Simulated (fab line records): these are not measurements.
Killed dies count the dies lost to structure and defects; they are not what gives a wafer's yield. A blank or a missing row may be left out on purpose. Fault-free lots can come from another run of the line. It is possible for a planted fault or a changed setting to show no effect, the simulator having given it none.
fab line records    flow n5-finfet
record lots=7  wafers=21
route steps=1938 shown BEOL_M0_SAQP@642 BEOL_M0_CUTY@702 BEOL_M2@846 BEOL_M3@938 BEOL_M4@1025
start-h: start of the lot's first displayed wafer, in hours after the record's first day    wait-h: time in hours since the lot's previous step    " as in the row above    L1.1+2: one row covering several wafers at once    - value missing, or start not given    * or withheld: withheld    < > ~ a bound
route shown NAME@n: a module of which the file shows steps, and the number in the route of the first    usual: mean/standard deviation taken from wafers without a fault    same: alike in all rows    chamber/n: place in a boat    sites: per-site readings    _std_site: the values' standard deviation    _edge_site: outer sites' mean less inner sites'    radius-mm: for every site, how far away it sits from the centre of the wafer    mask NAME#n: copy n    behind: the last tool/chamber to shape the wafer    hold: why the lot was held/for how many hours/how that ended    device: transistor that didn't switch, given as n, p or np    end of line: at the end of the route, the tests of the same wafers    step lacking rows: just its recipe    killed: the dies lost at the first sort to structure and to defects; this is not the yield of the wafer    map: the dies of a wafer, with x for killed, . for not killed, _ for no die there
set.NAME: the setting that was run; set.NAME@STEP: the one run at that earlier step    model.NAME: the simulator's own value behind a step, which no gauge read
lots whose settings were changed on purpose; a table a step, a row a wafer
## steps
# step N5_BEOL_M0_SAQP_COAT_82
# recipe resist=SiARC  temp-c=220  time-s=60  spin-rpm=1500  resist-thk-nm=30
lot.wafer   tool            chamber  start-h  wait-h  set.spin-rpm  model.SiARC_of_BEOL_M0_SAQP_COAT_82.thk-nm
L076.3      litho-track-03  0        -        -       1440          30.4
L076.4+5    "               0        "        "       1440          30.6
L079.1      litho-track-03  0        -        -       1500          30
L079.5+6    "               0        "        "       1500          29.8
L085.1+3    litho-track-01  0        -        -       1500          30
L085.5      "               0        "        "       1500          30.2
L086.1      litho-track-01  0        -        -       1584          29.2
L086.2      "               0        "        "       1500          30
L086.3      "               0        "        "       1500          29.8
L087.3+4+5  litho-track-01  0        -        -       1500          30
L088.3      litho-track-03  0        -        -       1500          30
L088.4+5    "               0        "        "       1543          29.6
L089.1      litho-track-01  0        -        -       1500          30
L089.4      "               0        "        "       1567          29.6
L089.5      "               0        "        "       1567          29.4
# step N5_BEOL_M0_SAQP_COAT_08
# recipe resist=CAR-ArF  spin-rpm=1500  resist-thk-nm=90
# step N5_BEOL_M0_SAQP_EBR_10
# recipe solvent=PGMEA  ebr-width-mm=1.5
# step N5_BEOL_M0_SAQP_DESCUM_19
# recipe chemistry=O2  time-s=7.9  source-power-w=50  bias-power-w=20  pressure-mtorr=20  rf-frequency-hz=2.712e+07  temp-c=40  resist=CAR-ArF  o2-flow-sccm=225
# step N5_BEOL_M0_SAQP_ETCH_83
# recipe chemistry=CF4  target=SiARC  target-depth-a=390  mask-material=CAR-ArF  time-s=65  ion-energy-ev=80  pressure-mtorr=40  source-w=545  bias-w=36  Ar_flow_sccm=100  cf4-flow-sccm=100  ends=cleared
lot.wafer  tool         chamber  start-h  wait-h  set.spin-rpm@BEOL_M0_SAQP_COAT_82  model.etch.depth-nm
L076.3     rie-diel-06  2        123.01   0.0     1440                               30.48
L076.4     "            1        "        "       1440                               30.57
L076.5     "            0        "        "       1440                               30.62
L079.1     rie-diel-06  3        144.56   0.0     1500                               29.93
L079.5     "            3        "        "       1500                               29.85
L079.6     "            0        "        "       1500                               29.84
L085.1     rie-diel-06  0        175.80   0.0     1500                               30.09
L085.3     "            3        "        "       1500                               29.96
L085.5     "            0        "        "       1500                               30.16
L086.1     rie-diel-03  3        181.28   0.0     1584                               29.22
L086.2     "            0        "        "       1500                               29.92
L086.3     "            1        "        "       1500                               29.86
L087.3     rie-diel-06  0        189.60   0.0     1500                               30
L087.4+5   "            3,0      "        "       1500                               30.06
L088.3     rie-diel-05  1        193.24   0.0     1500                               30.02
L088.4     "            3        "        "       1543                               29.6
L088.5     "            2        "        "       1543                               29.53
L089.1     rie-diel-05  2        198.12   0.0     1500                               30.09
L089.4     "            3        "        "       1567                               29.5
L089.5     "            0        "        "       1567                               29.45
# step N5_BEOL_M0_SAQP_ETCH_84
# recipe chemistry=N2/H2  target=SOC  target-depth-a=1000  overetch-a=200  mask-material=SiARC  temp-c=40  time-s=150  ion-energy-ev=200  pressure-mtorr=30  source-w=840  bias-w=150  n2-flow-sccm=200  h2-flow-sccm=200
# step N5_BEOL_M0_SAQP_STRIP_80
# recipe chemistry=N2/H2  temp-c=40  n2-flow-sccm=200  h2-flow-sccm=200  rf-frequency-hz=6e+07
# step N5_BEOL_M0_SAQP_HM_OPEN_112
# recipe chemistry=CHF3/O2  target=SiO2  stop-on=a-Si  target-depth-a=120  over-etch-frac=1.25  mask-material=SOC  time-s=13.5  pressure-mtorr=30  source-w=650  bias-w=170  Ar_flow_sccm=200  CHF3_flow_sccm=50  O2_flow_sccm=5  ion-energy-ev=200  ends=end-point
lot.wafer  tool         chamber  start-h  wait-h  set.time-s@BEOL_M0_SAQP_HM_DEP_111  model.etch.depth-nm
L076.3     rie-diel-06  2        123.16   0.0     8.187                               13.6
L076.4     "            1        "        "       7.2                                 12.02
L076.5     "            0        "        "       7.2                                 11.85
L079.1     rie-diel-06  3        144.71   0.0     7.834                               12.8
L079.5     "            3        "        "       7.2                                 11.99
L079.6     "            0        "        "       7.2                                 11.93
L085.1     rie-diel-06  0        175.95   0.0     7.2                                 12.08
L085.3     "            3        "        "       8.188                               13.26
L085.5     "            0        "        "       8.188                               13.67
L086.1     rie-diel-03  3        181.43   0.0     6.189                               10.23
L086.2     "            0        "        "       6.189                               9.949
L086.3     "            1        "        "       7.2                                 11.52
L087.3     rie-diel-06  0        189.76   0.0     7.2                                 11.82
L087.4     "            3        "        "       7.2                                 12.22
L087.5     "            0        "        "       7.2                                 12.11
L088.3     rie-diel-05  1        193.40   0.0     8.265                               13.92
L088.4+5   "            3,2      "        "       7.2                                 12.16
L089.1     rie-diel-05  2        198.28   0.0     6.477                               10.62
L089.4     "            3        "        "       6.477                               10.76
L089.5     "            0        "        "       7.2                                 11.92
# step N5_BEOL_M0_CUTY_COAT_51
# recipe resist=CAR-ArF-block  spin-rpm=1500  resist-thk-nm=150
lot.wafer  tool            chamber  start-h  wait-h  set.spin-rpm  model.CAR-ArF-block_of_BEOL_M0_CUTY_COAT_51.thk-nm
L076.3     litho-track-04  0        -        -       1558          147.8
L076.4     "               0        "        "       1500          150.6
L076.5     "               0        "        "       1558          148
L079.1     litho-track-04  0        -        -       1500          150.2
L079.5+6   "               0        "        "       1500          150.6
L085.1     litho-track-05  0        -        -       1444          153.2
L085.3     "               0        "        "       1500          150.2
L085.5     "               0        "        "       1500          150
L086.1     litho-track-05  0        -        -       1626          144.2
L086.2     "               0        "        "       1626          144
L086.3     "               0        "        "       1500          150
L087.3     litho-track-04  0        -        -       1500          150.2
L087.4     "               0        "        "       1500          150.4
L087.5     "               0        "        "       1500          150.6
L088.3     litho-track-05  0        -        -       1442          153
L088.4     "               0        "        "       1500          150.2
L088.5     "               0        "        "       1500          150
L089.1     litho-track-01  0        -        -       1594          145
L089.4     "               0        "        "       1500          149.8
L089.5     "               0        "        "       1594          145.6
# step N5_BEOL_M0_CUTY_EBR_52
# recipe solvent=PGMEA  ebr-width-mm=1.5
# step N5_BEOL_M0_CUTY_SOFTBAKE_53
# recipe temp-c=110  time-s=60  resist=CAR-ArF-block
# step N5_BEOL_M0_CUTY_EXPOSE_54
# recipe mask-id=M0_ABLK  na=1.35  source-shape=conventional  sigma-outer=0.8  polarization=unpolarized  dose-mj=36
# step N5_BEOL_M0_CUTY_PEB_55
# recipe peb-temp-c=110  peb-time-s=60  resist=CAR-ArF-block
# step N5_BEOL_M0_CUTY_DEVELOP_56
# recipe develop-time-s=30  developer=TMAH  resist=CAR-ArF-block  rinse-liquid=diw  dry=air-spin  dev-temp-c=23
lot.wafer  tool            chamber  start-h  wait-h  set.spin-rpm@BEOL_M0_CUTY_COAT_51  model.CAR-ArF-block_of_BEOL_M0_CUTY_COAT_51.thk-nm
L076.3     litho-track-05  0        -        -       1558                               146
L076.4     "               0        "        "       1500                               149
L076.5     "               0        "        "       1558                               146.4
L079.1     litho-track-04  0        -        -       1500                               148.6
L079.5     "               0        "        "       1500                               149
L079.6     "               0        "        "       1500                               148.8
L085.1     litho-track-04  0        -        -       1444                               151.6
L085.3     "               0        "        "       1500                               148.4
L085.5     "               0        "        "       1500                               148.2
L086.1     litho-track-05  0        -        -       1626                               142.4
L086.2     "               0        "        "       1626                               142.2
L086.3     "               0        "        "       1500                               148.2
L087.3+4   litho-track-05  0        -        -       1500                               148.6
L087.5     "               0        "        "       1500                               148.8
L088.3     litho-track-05  0        -        -       1442                               151.4
L088.4     "               0        "        "       1500                               148.6
L088.5     "               0        "        "       1500                               148.4
L089.1     litho-track-01  0        -        -       1594                               143.2
L089.4     "               0        "        "       1500                               148.2
L089.5     "               0        "        "       1594                               144
# step N5_BEOL_M2_COAT_62
# recipe resist=SiARC  temp-c=220  time-s=60  spin-rpm=1500  resist-thk-nm=12
lot.wafer   tool            chamber  start-h  wait-h  set.spin-rpm  model.SiARC_of_BEOL_M2_COAT_62.thk-nm
L076.3      litho-track-04  0        -        -       1500          12
L076.4+5    "               0        "        "       1630          11.6
L079.1+5+6  litho-track-01  0        -        -       1500          12
L085.1+3+5  litho-track-04  0        -        -       1500          12
L086.1      litho-track-02  0        -        -       1618          11.4
L086.2+3    "               0        "        "       1500          12
L087.3+4+5  litho-track-04  0        -        -       1500          12
L088.3+5    litho-track-01  0        -        -       1500          12
L088.4      "               0        "        "       1405          12.4
L089.1+4+5  litho-track-01  0        -        -       1500          12
# step N5_BEOL_M2_COAT_73
# recipe resist=underlayer  temp-c=205  time-s=60  spin-rpm=1500  resist-thk-nm=5
# step N5_BEOL_M2_COAT_05
# recipe resist=CAR-EUV  spin-rpm=1500  resist-thk-nm=30
# step N5_BEOL_M2_DESCUM_16
# recipe chemistry=O2  time-s=7  source-power-w=50  bias-power-w=20  pressure-mtorr=20  rf-frequency-hz=2.712e+07  temp-c=40  resist=CAR-EUV  o2-flow-sccm=225
# step N5_BEOL_M2_ETCH_74
# recipe chemistry=N2/H2  target=underlayer  target-depth-a=65  mask-material=CAR-EUV  time-s=5.2  ion-energy-ev=200  pressure-mtorr=30  source-w=840  bias-w=150  n2-flow-sccm=200  h2-flow-sccm=200  ends=cleared
# step N5_BEOL_M2_ETCH_63
# recipe chemistry=CF4  target=SiARC  target-depth-a=156  mask-material=CAR-EUV  time-s=26  ion-energy-ev=80  pressure-mtorr=40  source-w=545  bias-w=36  Ar_flow_sccm=100  cf4-flow-sccm=100  ends=cleared
lot.wafer  tool         chamber  start-h  wait-h  set.spin-rpm@BEOL_M2_COAT_62  model.etch.depth-nm
L076.3     rie-diel-01  3        154.09   0.0     1500                          12.05
L076.4     "            1        "        "       1630                          11.56
L076.5     "            0        "        "       1630                          11.57
L079.1     rie-diel-02  3        180.84   0.0     1500                          11.94
L079.5     "            3        "        "       1500                          11.98
L079.6     "            0        "        "       1500                          12
L085.1     rie-diel-02  1        199.83   0.0     1500                          11.99
L085.3     "            3        "        "       1500                          12.02
L085.5     "            0        "        "       1500                          12.01
L086.1     rie-diel-02  1        215.22   0.0     1618                          11.5
L086.2     "            3        "        "       1500                          11.97
L086.3     "            0        "        "       1500                          11.93
L087.3     rie-diel-04  1        217.48   0.0     1500                          11.95
L087.4     "            0        "        "       1500                          12
L087.5     "            1        "        "       1500                          11.99
L088.3+5   rie-diel-01  2        222.07   0.0     1500                          11.97
L088.4     "            0        "        "       1405                          12.38
L089.1+4   rie-diel-01  2,1      224.80   0.0     1500                          11.97
L089.5     "            0        "        "       1500                          11.96
# step N5_BEOL_M2_ETCH_64
# recipe chemistry=N2/H2  target=SOC  target-depth-a=750  overetch-a=225  mask-material=SiARC  temp-c=40  time-s=121.9  ion-energy-ev=200  pressure-mtorr=30  source-w=840  bias-w=150  n2-flow-sccm=200  h2-flow-sccm=200
lot.wafer  tool         chamber  start-h  wait-h  set.spin-rpm@BEOL_M2_COAT_62  model.SiARC_of_BEOL_M2_COAT_62.thk-nm
L076.3     rie-diel-01  3        154.12   0.0     1500                          6.4
L076.4+5   "            1,0      "        "       1630                          5.8
L079.1+5   rie-diel-02  3        180.87   0.0     1500                          6.2
L079.6     "            0        "        "       1500                          6.4
L085.1+5   rie-diel-02  1,0      199.86   0.0     1500                          6.4
L085.3     "            3        "        "       1500                          6.2
L086.1     rie-diel-02  1        215.25   0.0     1618                          5.8
L086.2     "            3        "        "       1500                          6.2
L086.3     "            0        "        "       1500                          6.4
L087.3+5   rie-diel-04  1        217.51   0.0     1500                          6.4
L087.4     "            0        "        "       1500                          6.2
L088.3+5   rie-diel-01  2        222.10   0.0     1500                          6.2
L088.4     "            0        "        "       1405                          6.8
L089.1+5   rie-diel-01  2,0      224.83   0.0     1500                          6.4
L089.4     "            1        "        "       1500                          6.2
# step N5_BEOL_M2_COAT_76
# recipe resist=underlayer  temp-c=205  time-s=60  spin-rpm=1500  resist-thk-nm=5
lot.wafer   tool            chamber  start-h  wait-h  set.spin-rpm
L076.3+4+5  litho-track-04  0        -        -       1500
L079.1+6    litho-track-02  0        -        -       1500
L079.5      "               0        "        "       1624
L085.1+3+5  litho-track-04  0        -        -       1500
L086.1+3    litho-track-01  0        -        -       1500
L086.2      "               0        "        "       1368
L087.3+4+5  litho-track-02  0        -        -       1500
L088.3+4+5  litho-track-01  0        -        -       1500
L089.1+4+5  litho-track-01  0        -        -       1500
# step N5_BEOL_M2_DESCUM_33
# recipe chemistry=O2  time-s=7  source-power-w=50  bias-power-w=20  pressure-mtorr=20  rf-frequency-hz=2.712e+07  temp-c=40  resist=CAR-EUV  o2-flow-sccm=225
lot.wafer   tool         chamber  start-h  wait-h  set.time-s  model.CAR-EUV_of_BEOL_M2_COAT_22.thk-nm
L076.3+4+5  rie-diel-02  2,1,0    154.94   0.0     8.29        25.4
L079.1+5    rie-diel-02  3,0      181.94   0.3     6.497       26.6
L079.6      "            3        "        "       7           26.2
L085.1      rie-diel-04  2        200.65   0.0     7           26.2
L085.3      "            0        "        "       8.497       25.6
L085.5      "            1        "        "       8.497       25.4
L086.1      rie-diel-01  0        216.04   0.0     7.869       25.6
L086.2      "            3        "        "       7.869       25.8
L086.3      "            2        "        "       7           26.2
L087.3+4+5  rie-diel-02  1,2,3    218.30   0.0     7           26
L088.3+4    rie-diel-04  2,0      223.20   0.2     6.204       26.4
L088.5      "            3        "        "       7           26
L089.1      rie-diel-02  1        225.82   0.1     7           26.2
L089.4+5    "            1,3      "        "       7           26
# step N5_BEOL_M2_ETCH_77
# recipe chemistry=N2/H2  target=underlayer  target-depth-a=65  mask-material=CAR-EUV  time-s=5.2  ion-energy-ev=200  pressure-mtorr=30  source-w=840  bias-w=150  n2-flow-sccm=200  h2-flow-sccm=200  ends=cleared
lot.wafer  tool         chamber  start-h  wait-h  set.spin-rpm@BEOL_M2_COAT_76  set.time-s@BEOL_M2_DESCUM_33  model.CAR-EUV_of_BEOL_M2_COAT_22.thk-nm  model.etch.depth-nm
L076.3     rie-diel-02  2        154.97   0.0     1500                          8.29                          19.6                                     5.001
L076.4     "            1        "        "       1500                          8.29                          19.6                                     5.025
L076.5     "            0        "        "       1500                          8.29                          19.8                                     5
L079.1     rie-diel-02  3        181.97   0.0     1500                          6.497                         20.8                                     4.978
L079.5     "            0        "        "       1624                          6.497                         21                                       4.789
L079.6     "            3        "        "       1500                          7                             20.6                                     4.999
L085.1     rie-diel-04  2        200.69   0.0     1500                          7                             20.6                                     5.015
L085.3     "            0        "        "       1500                          8.497                         19.8                                     5.012
L085.5     "            1        "        "       1500                          8.497                         19.6                                     5.022
L086.1     rie-diel-01  0        216.08   0.0     1500                          7.869                         20                                       4.981
L086.2     "            3        "        "       1368                          7.869                         19.8                                     5.219
L086.3     "            2        "        "       1500                          7                             20.6                                     4.991
L087.3     rie-diel-02  1        218.34   0.0     1500                          7                             20.2                                     5.007
L087.4     "            2        "        "       1500                          7                             20.2                                     5.014
L087.5     "            3        "        "       1500                          7                             20.4                                     5.003
L088.3     rie-diel-04  2        223.23   0.0     1500                          6.204                         20.8                                     4.969
L088.4     "            0        "        "       1500                          6.204                         20.6                                     4.987
L088.5     "            3        "        "       1500                          7                             20.4                                     4.983
L089.1     rie-diel-02  1        225.86   0.0     1500                          7                             20.4                                     5.012
L089.4     "            1        "        "       1500                          7                             20.2                                     5.007
L089.5     "            3        "        "       1500                          7                             20.4                                     5.015
# step N5_BEOL_M2_ETCH_69
# recipe chemistry=CF4  target=SiARC  target-depth-a=156  mask-material=CAR-EUV  time-s=26  ion-energy-ev=80  pressure-mtorr=40  source-w=545  bias-w=36  Ar_flow_sccm=100  cf4-flow-sccm=100  ends=cleared
lot.wafer  tool         chamber  start-h  wait-h  set.time-s@BEOL_M2_DESCUM_33  model.CAR-EUV_of_BEOL_M2_COAT_22.thk-nm
L076.3+4   rie-diel-02  2,1      154.99   0.0     8.29                          10.4
L076.5     "            0        "        "       8.29                          10.6
L079.1+5   rie-diel-02  3,0      181.99   0.0     6.497                         11.8
L079.6     "            3        "        "       7                             11.4
L085.1     rie-diel-04  2        200.70   0.0     7                             11.2
L085.3     "            0        "        "       8.497                         10.6
L085.5     "            1        "        "       8.497                         10.4
L086.1+2   rie-diel-01  0,3      216.09   0.0     7.869                         10.6
L086.3     "            2        "        "       7                             11.4
L087.3     rie-diel-02  1        218.35   0.0     7                             11
L087.4+5   "            2,3      "        "       7                             11.2
L088.3+4   rie-diel-04  2,0      223.25   0.0     6.204                         11.6
L088.5     "            3        "        "       7                             11.2
L089.1+5   rie-diel-02  1,3      225.88   0.0     7                             11.2
L089.4     "            1        "        "       7                             11
# step N5_BEOL_M3_COAT_05
# recipe resist=CAR-EUV  spin-rpm=1500  resist-thk-nm=30
lot.wafer   tool            chamber  start-h  wait-h  set.spin-rpm  model.CAR-EUV_of_BEOL_M3_COAT_05.thk-nm
L076.3      litho-track-04  0        -        -       1552          29.6
L076.4      "               0        "        "       1500          30.2
L076.5      "               0        "        "       1500          30
L079.1+5+6  litho-track-05  0        -        -       1500          30
L085.1+3    litho-track-04  0        -        -       1500          30.2
L085.5      "               0        "        "       1624          29
L086.1+3    litho-track-05  0        -        -       1647          28.6
L086.2      "               0        "        "       1500          29.8
L087.3+4+5  litho-track-03  0        -        -       1500          30
L088.3      litho-track-03  0        -        -       1372          31.4
L088.4+5    "               0        "        "       1500          30
L089.1      litho-track-04  0        -        -       1500          30
L089.4+5    "               0        "        "       1444          30.6
# step N5_BEOL_M3_EBR_07
# recipe solvent=PGMEA  ebr-width-mm=1.5
# step N5_BEOL_M3_SOFTBAKE_06
# recipe temp-c=110  time-s=60  resist=CAR-EUV
# step N5_BEOL_M3_DESCUM_16
# recipe chemistry=O2  time-s=7  source-power-w=50  bias-power-w=20  pressure-mtorr=20  rf-frequency-hz=2.712e+07  temp-c=40  resist=CAR-EUV  o2-flow-sccm=225
# step N5_BEOL_M3_ETCH_74
# recipe chemistry=N2/H2  target=underlayer  target-depth-a=65  mask-material=CAR-EUV  time-s=5.2  ion-energy-ev=200  pressure-mtorr=30  source-w=840  bias-w=150  n2-flow-sccm=200  h2-flow-sccm=200  ends=cleared
lot.wafer   tool         chamber  start-h  wait-h  set.spin-rpm@BEOL_M3_COAT_05  model.CAR-EUV_of_BEOL_M3_COAT_05.thk-nm
L076.3      rie-diel-05  2        162.94   0.0     1552                          19.8
L076.4      "            1        "        "       1500                          20.6
L076.5      "            2        "        "       1500                          20.4
L079.1+5+6  rie-diel-03  2,0,2    192.69   0.0     1500                          20.4
L085.1      rie-diel-05  0        210.56   0.0     1500                          20.6
L085.3      "            1        "        "       1500                          20.4
L085.5      "            3        "        "       1624                          19.4
L086.1+3    rie-diel-06  1,0      224.55   0.0     1647                          18.8
L086.2      "            3        "        "       1500                          20
L087.3+5    rie-diel-05  1,3      228.21   0.0     1500                          20.4
L087.4      "            2        "        "       1500                          20.2
L088.3      rie-diel-06  1        241.48   0.0     1372                          21.6
L088.4+5    "            2,0      "        "       1500                          20.4
L089.1      rie-diel-06  0        244.66   0.0     1500                          20.4
L089.4      "            3        "        "       1444                          20.8
L089.5      "            2        "        "       1444                          21
# step N5_BEOL_M3_ETCH_64
# recipe chemistry=N2/H2  target=SOC  target-depth-a=750  overetch-a=150  mask-material=SiARC  temp-c=40  time-s=112.5  ion-energy-ev=200  pressure-mtorr=30  source-w=840  bias-w=150  n2-flow-sccm=200  h2-flow-sccm=200
# usual rf-vpp-V=524.5/2.4
lot.wafer  tool         chamber  start-h  wait-h  set.bias-w  rf-vpp-V  model.SiARC_of_BEOL_M3_COAT_62.thk-nm
L076.3     rie-diel-05  2        162.99   0.0     150         520.0     7
L076.4     "            1        "        "       150         527.6     6.8
L076.5     "            2        "        "       163.6       549.3     6.4
L079.1     rie-diel-03  2        192.73   0.0     175.7       582.0     5.6
L079.5     "            0        "        "       150         525.8     6.6
L079.6     "            2        "        "       150         526.9     6.6
L085.1     rie-diel-05  0        210.61   0.0     142.7       508.2     7.2
L085.3     "            1        "        "       150         524.8     6.8
L085.5     "            3        "        "       150         524.0     6.6
L086.1     rie-diel-06  1        224.59   0.0     162.5       555.4     6.2
L086.2     "            3        "        "       162.5       548.5     6.2
L086.3     "            0        "        "       150         523.1     7
L087.3     rie-diel-05  1        228.25   0.0     150         525.6     6.8
L087.4     "            2        "        "       150         520.3     7
L087.5     "            3        "        "       150         525.7     6.6
L088.3     rie-diel-06  1        241.52   0.0     150         527.3     6.8
L088.4     "            2        "        "       150         524.7     6.6
L088.5     "            0        "        "       150         521.9     7
L089.1     rie-diel-06  0        244.71   0.0     150         522.9     7
L089.4     "            3        "        "       150         520.4     6.8
L089.5     "            2        "        "       150         523.9     6.6
# step N5_BEOL_M4_COAT_61
# recipe resist=SOC  temp-c=250  time-s=60  spin-rpm=1500  resist-thk-nm=60
lot.wafer  tool            chamber  start-h  wait-h  set.spin-rpm  model.SOC_of_BEOL_M4_COAT_61.thk-nm
L076.3+5   litho-track-03  0        176.62   0.1     1420          61.8
L076.4     "               0        "        "       1500          59.8
L079.1     litho-track-03  0        205.82   0.1     1389          62.4
L079.5+6   "               0        "        "       1500          60
L085.1+3   litho-track-02  0        221.90   0.1     1500          60.2
L085.5     "               0        "        "       1500          60
L086.1+3   litho-track-03  0        237.36   0.1     1500          60
L086.2     "               0        "        "       1500          59.8
L087.3     litho-track-01  0        239.03   0.1     1500          60.2
L087.4+5   "               0        "        "       1500          60
L088.3     litho-track-03  0        250.70   0.1     1500          60.4
L088.4     "               0        "        "       1500          60.2
L088.5     "               0        "        "       1605          58.4
L089.1+5   litho-track-03  0        255.36   0.1     1500          60.2
L089.4     "               0        "        "       1448          61
## key
split step=N5_BEOL_M0_SAQP_COAT_82  setting=spin-rpm  stated=1500  by=wafer
response step=N5_BEOL_M0_SAQP_COAT_82  reading=model.SiARC_of_BEOL_M0_SAQP_COAT_82.thk-nm  change=-0.123  per=1%  r=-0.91
response step=N5_BEOL_M0_SAQP_ETCH_83  reading=model.etch.depth-nm  change=-0.132  per=1%  r=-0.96
split step=N5_BEOL_M0_CUTY_COAT_51  setting=spin-rpm  stated=1500  by=wafer
response step=N5_BEOL_M0_CUTY_COAT_51  reading=model.CAR-ArF-block_of_BEOL_M0_CUTY_COAT_51.thk-nm  change=-0.722  per=1%  r=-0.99
response step=N5_BEOL_M0_CUTY_DEVELOP_56  reading=model.CAR-ArF-block_of_BEOL_M0_CUTY_COAT_51.thk-nm  change=-0.734  per=1%  r=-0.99
split step=N5_BEOL_M2_COAT_62  setting=spin-rpm  stated=1500  by=wafer
response step=N5_BEOL_M2_COAT_62  reading=model.SiARC_of_BEOL_M2_COAT_62.thk-nm  change=-0.0605  per=1%  r=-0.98
response step=N5_BEOL_M2_ETCH_63  reading=model.etch.depth-nm  change=-0.0585  per=1%  r=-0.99
response step=N5_BEOL_M2_ETCH_64  reading=model.SiARC_of_BEOL_M2_COAT_62.thk-nm  change=-0.073  per=1%  r=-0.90
split step=N5_BEOL_M2_COAT_76  setting=spin-rpm  stated=1500  by=wafer
response step=N5_BEOL_M2_ETCH_77  reading=model.etch.depth-nm  change=-0.0254  per=1%  r=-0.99
split step=N5_BEOL_M2_DESCUM_33  setting=time-s  stated=7  by=wafer
response step=N5_BEOL_M2_DESCUM_33  reading=model.CAR-EUV_of_BEOL_M2_COAT_22.thk-nm  change=-0.0361  per=1%  r=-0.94
response step=N5_BEOL_M2_ETCH_77  reading=model.CAR-EUV_of_BEOL_M2_COAT_22.thk-nm  change=-0.0423  per=1%  r=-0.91
response step=N5_BEOL_M2_ETCH_69  reading=model.CAR-EUV_of_BEOL_M2_COAT_22.thk-nm  change=-0.0408  per=1%  r=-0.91
split step=N5_BEOL_M3_COAT_05  setting=spin-rpm  stated=1500  by=wafer
response step=N5_BEOL_M3_COAT_05  reading=model.CAR-EUV_of_BEOL_M3_COAT_05.thk-nm  change=-0.143  per=1%  r=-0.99
response step=N5_BEOL_M3_ETCH_74  reading=model.CAR-EUV_of_BEOL_M3_COAT_05.thk-nm  change=-0.134  per=1%  r=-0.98
split step=N5_BEOL_M3_ETCH_64  setting=bias-w  stated=150  by=wafer
response step=N5_BEOL_M3_ETCH_64  reading=rf-vpp-V  change=+3.21  per=1%  r=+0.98
response step=N5_BEOL_M3_ETCH_64  reading=model.SiARC_of_BEOL_M3_COAT_62.thk-nm  change=-0.0656  per=1%  r=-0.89
split step=N5_BEOL_M4_COAT_61  setting=spin-rpm  stated=1500  by=wafer
response step=N5_BEOL_M4_COAT_61  reading=model.SOC_of_BEOL_M4_COAT_61.thk-nm  change=-0.309  per=1%  r=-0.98
split outside-this-file step=N5_BEOL_M0_SAQP_HM_DEP_111 setting=time-s
# split outside-this-file: this setting was split too, and the file shows its column; the key of that split is in another file
